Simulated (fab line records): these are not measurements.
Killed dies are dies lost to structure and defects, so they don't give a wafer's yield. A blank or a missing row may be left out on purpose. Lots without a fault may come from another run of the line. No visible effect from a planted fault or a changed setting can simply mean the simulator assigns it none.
Chamber matching + flow n5 finfet + N5_BEOL_M1_PRE_CLEAN_60 on cvd co-02: 3 sister chambers
The step time 15 s. 3 wafers are shown with their chamber, then 9 later ones without.

## WAFERS WITH THEIR CHAMBER
| wafer  | chamber | heater power w (W) |
|--------|---------|--------------------|
| L088.4 | 0       | 93                 |
| L090.5 | 1       | 95                 |
| L090.6 | 2       | 64                 |

## WAFERS WITH NO CHAMBER GIVEN
| wafer  | heater power w (W) |
|--------|--------------------|
| L092.2 | 93                 |
| L092.4 | 92                 |
| L092.5 | 64                 |
| L094.4 | 63                 |
| L094.5 | 93                 |
| L094.6 | 93                 |
| L097.1 | 66                 |
| L097.3 | 93                 |
| L097.6 | 62                 |

## THE CHAMBER EACH PASSED THROUGH
| wafer  | from the rows above     | in truth |
|--------|-------------------------|----------|
| L092.2 | can't be placed: 0 or 1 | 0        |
| L092.4 | can't be placed: 0 or 1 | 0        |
| L092.5 | 2                       | 2        |
| L094.4 | 2                       | 2        |
| L094.5 | can't be placed: 0 or 1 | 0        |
| L094.6 | can't be placed: 0 or 1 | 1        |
| L097.1 | 2                       | 2        |
| L097.3 | can't be placed: 0 or 1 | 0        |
| L097.6 | 2                       | 2        |
Correct placement for 4 of the 9. These rows do not allow placing 5 (true chamber among the candidates in 5). Number placed wrongly: 0.
How it was worked out, from the rows above alone: a wafer's distance from a chamber is the root of the sum, over the readings, of the square of ((its reading less the chamber's mean) divided by the reading's scatter). If the next closest chamber is less than 2 further off than the closest, the wafer can't be placed; otherwise it belongs to the closest. A chamber's mean is the mean of its shown wafers. The scatter: root of mean squared gap, hidden wafer to nearest shown wafer, with one shown wafer a chamber.
